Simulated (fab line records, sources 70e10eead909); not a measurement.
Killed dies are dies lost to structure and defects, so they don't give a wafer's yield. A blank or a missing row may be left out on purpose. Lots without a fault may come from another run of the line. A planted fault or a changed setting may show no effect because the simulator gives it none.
fab line records | flow nand_harc
record lots=6 wafers=18 last_day=33
route steps=1302 shown P_M0@280 P_M1@285 END@1302
lots that met no fault: from a run of the same line without faults
start_h: hours from the record's first day to the start of the lot's first wafer shown | wait_h: hours since the lot's step before | " the same as in the row above | L1.1+2: a row that stands for several wafers | - no value, or no start given | * or withheld: withheld | < > ~ a bound
route shown NAME@n: a module of which the file shows steps, and the number in the route of the first | usual: mean/standard deviation of fault-free wafers | same: alike in all rows | chamber/n: place in a boat | sites: the reading at each site | _std_site: their standard deviation | _edge_site: outer sites' mean less inner sites' | radius_mm: how far each site lies from the wafer's centre | mask NAME#n: copy n | behind: the tool/chamber that last shaped the wafer | hold: why the lot was held/for how many hours/how that ended | device: the transistor (n, p or np) that didn't switch | end of line: the same wafers' tests at the end of the route | a step without rows: its recipe alone | killed: dies lost to structure and defects at the first sort, not the wafer's yield | map: a wafer's dies, x killed, . not, _ none there
set.NAME: the setting as run; set.NAME@STEP: as run at that earlier step | model.NAME: the simulator's own value behind a step, which no gauge read
lots at some steps of the route; a table a step, a row a wafer
services: from which hour (start_h, from the record's first day; less than 0 if before it) a tool's chamber was out of use, for how many hours, and why
## steps
# step NHARC_P_M0_SRD_25
# step NHARC_P_M0_INSPECT_27
# usual raw_defect_count=294/140
# columns lot.wafer tool chamber start_h wait_h raw_defect_count
L790.1 defect_inspect-01 - 124.08 0.0 162
L790.2 " - " " 175
L790.4 " - " " 276
L798.1 defect_inspect-01 - 211.82 0.0 291
L798.3 " - " " 417
L798.5 " - " " 328
L799.3 defect_inspect-01 - 215.87 0.0 290
L799.4 " - " " 204
L799.5 " - " " 210
L800.3 defect_inspect-01 - 227.44 0.0 267
L800.4 " - " " 250
L800.6 " - " " 326
L805.3 defect_inspect-02 - 283.43 0.0 865
L805.4 " - " " 231
L805.6 " - " " 311
L810.2 defect_inspect-02 - 326.21 0.0 434
L810.4 " - " " 360
L810.5 " - " " 401
# step NHARC_P_M0_PRE_CLEAN_31
# recipe time_s=12 temp_c=370 rf_power_w=300 gas=NH3
# usual heater_power_w=662/61
# columns lot.wafer tool chamber start_h wait_h heater_power_w
L790.2 pecvd-04 2 124.16 0.1 705
L790.1 " 0 " " 636
L790.4 " 1 " " 643
L798.1 pecvd-04 1 211.89 0.1 704
L798.3 " 2 " " 699
L798.5 " 2 " " 695
L799.3 pecvd-04 2 215.95 0.1 754
L799.4 " 1 " " 721
L799.5 " 0 " " 647
L800.3 pecvd-04 0 227.55 0.1 616
L800.4 " 1 " " 635
L800.6 " 0 " " 595
L805.3 pecvd-01 2 283.50 0.1 620
L805.4 " 0 " " 589
L805.6 " 1 " " 713
L810.2 pecvd-02 2 326.28 0.1 795
L810.5 " 2 " " 791
L810.4 " 0 " " 730
# step NHARC_P_M0_DEP_32
# recipe target_thk_a=300 temp_c=370 target_thk_nm=30 pressure_torr=3 flow_sccm=200 rf_w=450 material=SiCN
# usual heater_power_w=610/65
# columns lot.wafer tool chamber start_h wait_h heater_power_w
L790.2 pecvd-04 2 124.27 0.1 614
L790.1 " 0 " " 508
L790.4 " 1 " " 684
L798.1 pecvd-04 1 211.97 0.1 626
L798.3 " 2 " " 687
L798.5 " 2 " " 654
L799.3 pecvd-04 2 216.06 0.1 587
L799.4 " 1 " " 664
L799.5 " 0 " " 629
L800.3 pecvd-04 0 227.75 0.2 622
L800.4 " 1 " " 574
L800.6 " 0 " " 628
L805.3 pecvd-01 2 283.57 0.1 565
L805.4 " 0 " " 524
L805.6 " 1 " " 609
L810.2 pecvd-02 2 326.36 0.1 674
L810.5 " 2 " " 684
L810.4 " 0 " " 715
# step NHARC_P_M1_DEP_00
# recipe target_thk_a=1825 target_thk_nm=182.5 temp_c=withheld pressure_torr=5 flow_sccm=200 rf_w=600 material=SiOC
# step NHARC_P_M1_DEHYDRATE_01
# recipe temp_c=150 time_s=120
# step NHARC_P_M1_HMDS_02
# recipe time_s=30
# step NHARC_P_M1_COAT_34
# recipe temp_c=200 time_s=65
# step NHARC_P_M1_COAT_03
# recipe spin_rpm=1500 resist_thk_nm=90
# step NHARC_P_M1_SOFTBAKE_04
# recipe temp_c=105 time_s=55
# step NHARC_P_M1_EBR_05
# step NHARC_P_M1_EXPOSE_06
# recipe na=1.35 target_cd_nm=130 dose_mj=81.88 mask_id=P_M1
# same na=1.35
# columns lot.wafer tool chamber start_h wait_h mask
L790.1+2+4 arfi_scanner-03 0 125.21 - P_M1#0
L798.1+3+5 arfi_scanner-03 0 213.31 - P_M1#0
L799.3+4+5 arfi_scanner-02 0 217.11 - P_M1#0
L800.3+4+6 arfi_scanner-02 0 228.75 - P_M1#0
L805.3+4+6 arfi_scanner-01 0 284.56 - P_M1#0
L810.2+4+5 arfi_scanner-02 0 327.47 - P_M1#0
# step NHARC_P_M1_PEB_07
# recipe peb_temp_c=100 peb_time_s=65
# step NHARC_P_M1_DEVELOP_08
# recipe develop_time_s=35 dev_temp_c=23
# step NHARC_P_M1_CD_MEAS_09
# recipe target_cd_nm=130 landing_energy_ev=500
# usual cd_nm=130.2/0.58
# columns lot.wafer tool chamber start_h wait_h cd_nm
L790.1 cd_sem-01 0 125.35 - 130.0
L790.2 " 0 " " 130.1
L790.4 " 0 " " 129.7
L798.1 cd_sem-03 0 213.45 - 131.1
L798.3 " 0 " " 131.1
L798.5 " 0 " " 131.2
L799.3 cd_sem-02 0 217.25 - 135.8
L799.4 " 0 " " 134.6
L799.5 " 0 " " 135.8
L800.3 cd_sem-02 0 228.88 - 133.3
L800.4 " 0 " " 132.1
L800.6 " 0 " " 132.7
L805.3 cd_sem-03 0 284.70 - 129.8
L805.4 " 0 " " 130.1
L805.6 " 0 " " 129.6
L810.2 cd_sem-02 0 327.61 - 129.2
L810.4 " 0 " " 129.2
L810.5 " 0 " " 129.3
# step NHARC_P_M1_OVL_MEAS_10
# recipe pitch_nm=260
# usual overlay_x_nm=0.0/0.77 overlay_y_nm=0.1/0.84
# columns lot.wafer tool chamber start_h wait_h overlay_x_nm overlay_y_nm
L790.1 overlay-02 - 125.44 - 0.3 2.5
L790.2 " - " " 0.3 2.1
L790.4 " - " " -0.2 1.6
L798.1 overlay-01 - 213.54 - -0.5 -0.1
L798.3 " - " " -1.2 0.2
L798.5 " - " " -0.5 -0.2
L799.3 overlay-02 - 217.33 - -0.7 0.5
L799.4 " - " " -0.8 0.5
L799.5 " - " " -0.4 0.4
L800.3 overlay-01 - 228.97 - 1.6 1.0
L800.4 " - " " 1.4 1.7
L800.6 " - " " 1.3 1.0
L805.3 overlay-02 - 284.78 - 0.3 0.3
L805.4 " - " " 0.7 0.3
L805.6 " - " " 0.5 0.2
L810.2 overlay-02 - 327.69 - 0.7 0.3
L810.4 " - " " 0.1 -0.1
L810.5 " - " " 0.4 0.3
# step NHARC_P_M1_INSPECT_11
# usual raw_defect_count=5.1/3
# columns lot.wafer tool chamber start_h wait_h raw_defect_count
L790.1 defect_inspect-01 - 125.47 0.0 5
L790.2 " - " " 3
L790.4 " - " " 4
L798.1 defect_inspect-02 - 213.58 0.0 4
L798.3 " - " " 5
L798.5 " - " " 8
L799.3 defect_inspect-01 - 217.37 0.0 4
L799.4 " - " " 10
L799.5 " - " " 3
L800.3 defect_inspect-01 - 229.00 0.0 2
L800.4 " - " " 6
L800.6 " - " " 4
L805.3 defect_inspect-02 - 284.82 0.0 9
L805.4 " - " " 6
L805.6 " - " " 7
L810.2 defect_inspect-02 - 327.73 0.0 6
L810.4 " - " " 7
L810.5 " - " " 5
# step NHARC_P_M1_DESCUM_14
# recipe time_s=3 o2_flow_sccm=200 ar_flow_sccm=0 bias_power_w=0 chemistry=O2
# usual drypump_motor_current_A=5.6/0.34 oes_product_au=0.999/0.0086 rf_vpp_V=57.7/0.84 showerhead_plenum_p_Torr=1.89/0.072 throttle_valve_pct=11.311/0.009
# columns lot.wafer tool chamber start_h wait_h drypump_motor_current_A oes_product_au rf_hours_counter_h rf_vpp_V showerhead_plenum_p_Torr throttle_valve_pct model.P_M1.cd_nm
L790.2 rie_diel-04 2 125.53 0.1 5.6 1.005 41 56.9 1.82 11.311 129.9
L790.1 " 0 " " 5.9 0.996 48 57.5 1.78 11.309 130.4
L790.4 " 1 " " 5.9 1.010 44 58.9 1.92 11.325 129.9
L798.3 rie_diel-13 3 213.64 0.1 5.1 1.002 6 57.9 1.79 11.301 131
L798.1 " 0 " " 6.0 1.007 7 57.2 1.82 11.321 131
L798.5 " 3 " " 5.2 0.996 - 58.3 1.79 11.319 131.1
L799.3 rie_diel-13 0 217.43 0.1 6.0 1.001 7 58.1 1.82 11.315 136.1
L799.4 " 3 " " 5.1 0.996 7 58.1 1.79 11.305 134.8
L799.5 " 1 " " 5.3 0.992 - 58.2 1.99 11.301 136.3
L800.3 rie_diel-09 3 229.06 0.1 5.7 1.005 7 58.0 1.98 11.312 133.4
L800.4 " 0 " " 5.4 1.004 6 57.3 1.97 11.316 132
L800.6 " 3 " " 5.7 0.992 - 56.7 1.98 11.300 132.4
L805.3 rie_diel-13 2 284.89 0.1 5.9 0.994 12 58.5 1.92 11.316 129.7
L805.4 " 3 " " 5.1 1.004 13 56.3 1.79 11.311 129.6
L805.6 " 1 " " 5.3 0.997 - 56.2 1.99 11.324 129.4
L810.4 rie_diel-13 2 327.80 0.1 5.9 0.999 0 57.7 1.92 11.308 128.8
L810.2 " 3 " " 5.2 0.993 0 57.0 1.79 11.321 128.9
L810.5 " 2 " " 5.9 1.004 - 57.6 1.92 11.319 128.9
# step NHARC_P_M1_ETCH_35
# recipe target_depth_a=400 overetch_a=120 time_s=43.94 ion_energy_ev=200 n2_flow_sccm=150 h2_flow_sccm=150 ar_flow_sccm=0 rf_w=400 bias_w=150 chemistry=N2/H2
# usual drypump_motor_current_A=5.6/0.35 n2_flow_sccm=150.1/0.43 oes_product_au=1.002/0.0084 rf_vpp_V=429.8/2.3 showerhead_plenum_p_Torr=2.02/0.08 throttle_valve_pct=14.171/0.0095
# columns lot.wafer tool chamber start_h wait_h drypump_motor_current_A n2_flow_sccm oes_product_au rf_hours_counter_h rf_vpp_V showerhead_plenum_p_Torr throttle_valve_pct
L790.4 rie_diel-04 1 125.62 0.1 6.0 149.4 0.997 44 431.2 2.05 14.181
L790.2 " 2 " " 5.6 150.4 0.997 41 428.4 1.94 14.165
L790.1 " 3 " " 6.1 150.0 1.006 49 427.8 1.93 14.157
L798.3 rie_diel-13 0 213.73 0.1 6.0 150.5 1.014 7 426.6 1.94 14.156
L798.1 " 1 " " 5.3 150.0 0.994 6 432.5 2.12 14.173
L798.5 " 3 " " 5.2 150.0 1.004 - 425.8 1.91 14.172
L799.4 rie_diel-13 2 217.52 0.1 5.9 149.5 0.987 6 430.8 2.05 14.177
L799.3 " 0 " " 6.0 151.0 1.005 7 427.0 1.94 14.178
L799.5 " 2 " " 5.9 151.3 0.994 - 429.2 2.05 14.180
L800.4 rie_diel-09 1 229.16 0.1 5.2 150.7 1.002 6 429.9 2.00 14.168
L800.3 " 2 " " 5.2 150.1 0.990 7 429.0 2.00 14.178
L800.6 " 0 " " 5.4 150.4 1.009 - 432.2 2.10 14.182
L805.3 rie_diel-13 1 284.96 0.1 5.3 150.1 0.991 11 433.6 2.12 14.181
L805.4 " 0 " " 6.0 150.5 1.004 13 428.4 1.94 14.180
L805.6 " 2 " " 5.9 149.7 0.993 - 430.4 2.05 14.164
L810.4 rie_diel-13 1 327.88 0.1 5.3 149.8 0.998 0 431.8 2.12 14.167
L810.2 " 3 " " 5.2 149.1 1.001 0 427.8 1.91 14.180
L810.5 " 2 " " 5.9 150.5 1.007 - 431.2 2.05 14.168
# step NHARC_P_M1_ETCH_15
# recipe target_depth_a=1825 time_s=91.2 c4f8_flow_sccm=withheld ar_flow_sccm=400 rf_w=600 bias_w=300 chemistry=C4F8/Ar
# usual oes_product_au=0.951/0.023 rf_vpp_V=440.0/2.3
# columns lot.wafer tool chamber start_h wait_h oes_product_au rf_hours_counter_h rf_vpp_V
L790.1 rie_diel-04 1 - - 0.924 44 440.6
L790.2 " 2 " " 0.921 41 438.9
L790.4 " 3 " " 0.919 49 437.6
L798.1 rie_diel-13 3 - - 0.957 6 436.9
L798.3 " 1 " " 0.971 6 443.2
L798.5 " 3 " " 0.954 - 437.1
L799.3 rie_diel-13 3 - - 0.987 7 437.3
L799.4 " 0 " " 0.956 7 438.8
L799.5 " 2 " " 0.976 - 441.2
L800.3 rie_diel-09 3 - - 0.940 7 442.4
L800.4 " 1 " " 0.934 6 440.4
L800.6 " 3 " " 0.937 - 443.2
L805.3 rie_diel-13 2 - - 0.949 12 441.9
L805.4 " 0 " " 0.980 13 438.9
L805.6 " 2 " " 0.955 - 440.6
L810.4 rie_diel-13 2 - - 0.967 0 439.9
L810.2 " 3 " " 0.977 0 436.4
L810.5 " 3 " " 0.982 - 435.8
# step NHARC_P_M1_CD_MEAS_16
# usual cd_nm=130.1/0.66
# columns lot.wafer tool chamber start_h wait_h cd_nm
L790.1 cd_sem-03 - 125.84 - 130.7
L790.2 " - " " 129.9
L790.4 " - " " 130.0
L798.1 cd_sem-03 - 213.94 - 131.5
L798.3 " - " " 131.2
L798.5 " - " " 131.4
L799.3 cd_sem-03 - 217.74 - 135.8
L799.4 " - " " 135.3
L799.5 " - " " 136.7
L800.3 cd_sem-01 - 229.37 - 133.4
L800.4 " - " " 132.3
L800.6 " - " " 132.2
L805.3 cd_sem-02 - 285.19 - 129.8
L805.4 " - " " 129.7
L805.6 " - " " 129.7
L810.2 cd_sem-02 - 328.10 - 129.4
L810.4 " - " " 128.5
L810.5 " - " " 129.1
# step NHARC_P_M1_STRIP_18
# recipe power_w=1000 n2_flow_sccm=150 h2_flow_sccm=150 ar_flow_sccm=0 bias_w=0 chemistry=N2/H2
# usual drypump_motor_current_A=5.5/0.33 n2_flow_sccm=150.0/0.45 oes_product_au=1.000/0.0091 rf_vpp_V=90.6/0.87 showerhead_plenum_p_Torr=2.02/0.078 throttle_valve_pct=14.171/0.0091
# columns lot.wafer tool chamber start_h wait_h drypump_motor_current_A n2_flow_sccm oes_product_au rf_hours_counter_h rf_vpp_V showerhead_plenum_p_Torr throttle_valve_pct
L790.2 rie_diel-13 2 125.95 0.1 5.9 150.4 1.012 14 90.4 2.06 14.173
L790.1 " 3 " " 5.2 149.8 1.002 15 89.9 1.91 14.167
L790.4 " 0 " " 6.0 150.7 0.995 - 90.1 1.94 14.165
L798.1 rie_diel-09 3 214.01 0.1 5.7 150.5 1.008 7 91.8 2.11 14.171
L798.3 " 1 " " 5.1 150.3 1.007 6 91.3 2.00 14.158
L798.5 " 3 " " 5.7 150.6 0.997 - 92.3 2.11 14.189
L799.4 rie_diel-13 1 217.81 0.1 5.3 150.7 0.994 6 90.9 2.12 14.167
L799.3 " 3 " " 5.2 150.2 0.996 7 89.2 1.91 14.163
L799.5 " 1 " " 5.3 151.1 0.989 - 91.0 2.12 14.174
L800.3 rie_diel-13 3 229.47 0.1 5.2 150.2 0.991 7 90.1 1.91 14.173
L800.4 " 1 " " 5.3 150.5 0.995 7 90.6 2.12 14.172
L800.6 " 2 " " 5.9 150.5 0.991 - 89.9 2.05 14.175
L805.3 rie_diel-13 0 285.29 0.1 6.0 149.1 0.999 14 90.1 1.94 14.181
L805.4 " 1 " " 5.3 149.6 0.996 11 92.1 2.12 14.181
L805.6 " 3 " " 5.2 149.3 0.996 - 89.8 1.91 14.161
L810.2 rie_diel-09 1 328.20 0.1 5.2 149.7 1.005 1 90.8 2.00 14.168
L810.4 " 0 " " 5.5 149.3 1.007 - 89.9 2.10 14.161
L810.5 " 1 " " 5.1 150.4 1.012 - 90.8 2.00 14.176
# step NHARC_P_M1_ETCH_28
# recipe target_depth_a=300 over_etch_frac=0.3 time_s=72.99 ion_energy_ev=150 cf4_flow_sccm=50 n2_flow_sccm=100 ar_flow_sccm=150 rf_w=300 bias_w=100 chemistry=CF4/N2
# usual drypump_motor_current_A=5.5/0.33 n2_flow_sccm=100.02/0.29 oes_product_au=1.000/0.0097 rf_vpp_V=313.8/1.9 showerhead_plenum_p_Torr=2.60/0.092 throttle_valve_pct=19.794/0.0089
# columns lot.wafer tool chamber start_h wait_h drypump_motor_current_A n2_flow_sccm oes_product_au rf_hours_counter_h rf_vpp_V showerhead_plenum_p_Torr throttle_valve_pct model.P_M1.cd_nm
L790.2 rie_diel-13 0 - - 6.0 100.08 0.995 14 310.9 2.51 19.803 130.2
L790.1 " 2 " " 5.9 100.18 1.015 14 316.1 2.64 19.793 130.5
L790.4 " 2 " " 5.9 99.91 1.016 - 315.0 2.64 19.801 130.1
L798.1 rie_diel-09 1 - - 5.1 100.41 1.009 6 313.9 2.58 19.791 131.7
L798.3 " 0 " " 5.5 100.00 1.017 6 314.4 2.70 19.800 131.1
L798.5 " 2 " " 5.2 100.37 0.990 - 313.5 2.58 19.809 131.2
L799.4 rie_diel-13 1 - - 5.3 100.10 0.991 6 316.0 2.72 19.788 135.3
L799.3 " 2 " " 5.9 100.05 0.980 6 313.9 2.64 19.787 136.1
L799.5 " 1 " " 5.3 100.43 0.991 - 315.6 2.72 19.808 136.3
L800.3 rie_diel-13 2 - - 5.9 99.78 0.985 6 314.6 2.64 19.785 133.2
L800.4 " 3 " " 5.2 99.99 0.991 8 311.2 2.47 19.794 132.2
L800.6 " 0 " " 6.0 100.40 0.996 - 312.7 2.51 19.800 132.5
L805.4 rie_diel-13 2 - - 5.9 99.83 0.999 12 313.8 2.64 19.785 130.5
L805.3 " 1 " " 5.3 99.68 0.988 11 317.0 2.72 19.779 130.3
L805.6 " 3 " " 5.2 100.37 0.998 - 312.2 2.47 19.808 130.2
L810.2 rie_diel-09 0 - - 5.5 100.42 1.003 1 315.1 2.69 19.809 129.1
L810.4 " 1 " " 5.1 99.55 0.998 - 313.6 2.58 19.790 128.9
L810.5 " 3 " " 5.6 100.15 0.998 - 315.8 2.71 19.805 128.8
# step NHARC_P_M1_STRIP_19
# recipe time_s=600 temp_c=30 chemistry=post_etch_residue_remover
# step NHARC_END_SORT_01
# recipe temp_c=25
# usual defect_limited_yield=92.3/2.2 killed_at_array=47/14 killed_at_other=0.5/0.72 killed_at_periphery=4/3.1 killed_dies=52/15 killed_open=3.2/1.9 killed_short=2.4/1.7 sort_bin_2_pct=2.7/1.1 sort_bin_3_pct=0.6/0.34 sort_bin_4_pct=4.4/1.3 sort_n_pass=625/15 sort_rim_yield_pct=90/4.3 sort_yield_pct=92.3/2.2
# same gross_dies=677 sort_bin_5_pct[%]=0 sort_bin_6_pct[%]=0 sort_bin_7_pct[%]=0 sort_bin_8_pct[%]=0 sort_rim_n_gross=106.00
# columns lot.wafer tool chamber start_h wait_h defect_limited_yield[%] killed_at_array killed_at_other killed_at_periphery killed_dies killed_open killed_short sort_bin_2_pct[%] sort_bin_3_pct[%] sort_bin_4_pct[%] sort_n_pass sort_rim_yield_pct[%] sort_yield_pct[%]
L799.3 prober-01 0 752.45 3.1 92.2 50 0 3 53 3 1 3.0 0.7 4.1 624 96 92.2
L799.4 prober-01 0 753.25 3.4 93.4 35 1 9 45 2 1 2.1 0.4 4.1 632 92 93.4
L799.5 prober-01 0 754.05 3.7 94.4 35 1 2 38 1 2 2.4 0.6 2.7 639 92 94.4
L798.1 prober-01 0 758.70 2.5 94.2 36 0 3 39 2 3 1.8 0.6 3.4 638 89 94.2
L798.3 prober-01 0 760.29 3.1 95.9 23 1 4 28 1 2 1.8 0.4 1.9 649 91 95.9
L798.5 prober-01 0 761.89 3.7 92.5 42 2 7 51 2 4 3.0 0.4 4.1 626 91 92.5
L800.3 prober-02 0 762.68 3.1 93.8 38 0 4 42 4 3 2.7 0.6 3.0 635 91 93.8
L800.4 prober-02 0 763.48 3.4 95.6 27 1 2 30 3 3 1.9 0.3 2.2 647 92 95.6
L800.6 prober-02 0 765.07 4.0 93.9 40 0 1 41 0 1 2.7 0.1 3.2 636 92 93.9
# killed by level:class
L799.3 A_CHANNEL_HOLE_D1:chamber_film_flake=35 A_STAIRCASE:chamber_film_flake=4 A_SLIT:chamber_film_flake=3 A_WL_FILL:chamber_film_flake=3 A_CHANNEL_HOLE_D2:chamber_film_flake=2 P_CONTACT:geometric_particle:open=1 P_M0:geometric_particle:open=1 A_ONON_D1:geometric_particle:short=1
L799.4 A_CHANNEL_HOLE_D1:chamber_film_flake=20 A_STAIRCASE:chamber_film_flake=7 P_STI:chamber_film_flake=3 P_CONTACT:chamber_film_flake=3 P_ZERO_WELL:chamber_film_flake=2 P_M2:geometric_particle:open=1 A_DECK1_JOINT:geometric_particle:short=1 A_CONTACT:geometric_particle:open=1
L799.5 A_CHANNEL_HOLE_D1:chamber_film_flake=23 A_STAIRCASE:chamber_film_flake=3 A_M0:chamber_film_flake=3 P_CONTACT:chamber_film_flake=2 A_SLIT:chamber_film_flake=2 A_ONON_D2:geometric_particle:short=1 A_WL_FILL:geometric_particle:open=1 STARTING-WAFER:geometric_particle:short=1
L798.1 A_SLIT:chamber_film_flake=11 A_CONTACT:chamber_film_flake=6 A_CHANNEL_HOLE_D1:chamber_film_flake=5 A_CHANNEL_HOLE_D2:chamber_film_flake=4 P_CONTACT:chamber_film_flake=3 A_DECK1_JOINT:chamber_film_flake=2 A_STAIRCASE:chamber_film_flake=2 A_CHANNEL_HOLE_D1:geometric_particle:open=1
L798.3 A_SLIT:chamber_film_flake=9 A_CHANNEL_HOLE_D2:chamber_film_flake=5 A_CHANNEL_HOLE_D1:chamber_film_flake=3 P_ZERO_WELL:chamber_film_flake=2 A_CONTACT:chamber_film_flake=2 A_ONON_D2:geometric_particle:short=1 A_ONON_D2:geometric_particle:open=1 A_CHANNEL_FILL_D2:geometric_particle:short=1
L798.5 A_CHANNEL_HOLE_D2:chamber_film_flake=13 A_SLIT:chamber_film_flake=12 A_CHANNEL_HOLE_D1:chamber_film_flake=7 P_CONTACT:chamber_film_flake=3 A_CONTACT:chamber_film_flake=3 A_ONON_D2:geometric_particle:open=2 P_ZERO_WELL:chamber_film_flake=2 A_ZERO_WELL:chamber_film_flake=2
L800.3 A_SLIT:chamber_film_flake=26 P_CONTACT:geometric_particle:short=2 A_CHANNEL_HOLE_D1:chamber_film_flake=2 P_GATE:geometric_particle:short=1 A_ONON_D1:geometric_particle:open=1 A_CHANNEL_FILL_D1:geometric_particle:open=1 A_CHANNEL_HOLE_D2:geometric_particle:open=1 A_M0:geometric_particle:open=1
L800.4 A_SLIT:chamber_film_flake=17 A_STAIRCASE:chamber_film_flake=2 A_SGD_CUT:chamber_film_flake=2 P_CONTACT:geometric_particle:open=1 A_ONON_D2:geometric_particle:short=1 A_WL_FILL:geometric_particle:short=1 A_CONTACT:geometric_particle:open=1 A_M0:geometric_particle:short=1
L800.6 A_SLIT:chamber_film_flake=25 A_CHANNEL_HOLE_D1:chamber_film_flake=4 A_STAIRCASE:chamber_film_flake=3 A_SGD_CUT:chamber_film_flake=2 A_WL_FILL:chamber_film_flake=2 A_SOURCE_PLATE:geometric_particle:short=1 P_BONDPAD:chamber_film_flake=1 A_DECK1_JOINT:chamber_film_flake=1
## services
# columns tool chamber start_h hours kind
pecvd-01 - 106.00 13.0 pm
arfi_scanner-02 - 116.00 4.0 pm
arfi_scanner-03 - 117.80 1.2 repair
rie_diel-09 - 119.15 9.0 pm
arfi_scanner-02 - 128.59 0.8 repair
pecvd-04 - 132.83 0.8 repair
rie_diel-09 1 140.89 1.9 repair
rie_diel-13 - 141.03 9.0 pm
rie_diel-04 - 154.16 9.0 pm
arfi_scanner-02 - 170.72 0.9 repair
arfi_scanner-02 - 188.56 0.4 repair
pecvd-04 1 192.13 13.0 repair
rie_diel-04 1 198.23 12.1 repair
rie_diel-13 1 204.07 6.0 repair
rie_diel-04 2 217.82 8.8 repair
pecvd-04 2 223.50 5.2 repair
rie_diel-04 - 234.19 1.2 repair
pecvd-04 - 245.23 13.0 pm
rie_diel-04 2 270.83 14.8 repair
arfi_scanner-02 - 288.00 4.0 pm
rie_diel-09 - 296.15 9.0 pm
rie_diel-13 3 297.51 8.8 repair
rie_diel-04 3 306.72 6.5 repair
rie_diel-13 - 318.03 9.0 pm
## key
first_sign step=NHARC_P_M1_CD_MEAS_09 reading=cd_nm direction=up sigmas=6.7 usual=130.2 struck=134.0 through=control_loop
effect step=NHARC_P_M1_CD_MEAS_16 reading=cd_nm direction=up sigmas=6.4 usual=130.1 struck=134.3 through=control_loop
model_effect step=NHARC_P_M1_DESCUM_14 value=P_M1.cd_nm without=130.4 struck=134.2
model_effect step=NHARC_P_M1_ETCH_28 value=P_M1.cd_nm without=130.5 struck=134.3
met_at NHARC_P_M1_EXPOSE_06
struck_wafers L799.3,L799.4,L799.5,L800.3,L800.4,L800.6
loop_trim step=NHARC_P_M1_EXPOSE_06 setting=dose lots=L800
also_fits NHARC_P_M0_PRE_CLEAN_31:pecvd-04,NHARC_P_M0_DEP_32:pecvd-04
fault kind=process_parameter_drift tool=arfi_scanner-02 chamber=- onset_h=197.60 steps=NHARC_P_M1_EXPOSE_06 channel=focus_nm offset=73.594 spread_by_wafer=0.3 shape=step end_h=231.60
# loop_trim: a control loop set the setting to another value than it would have without faults
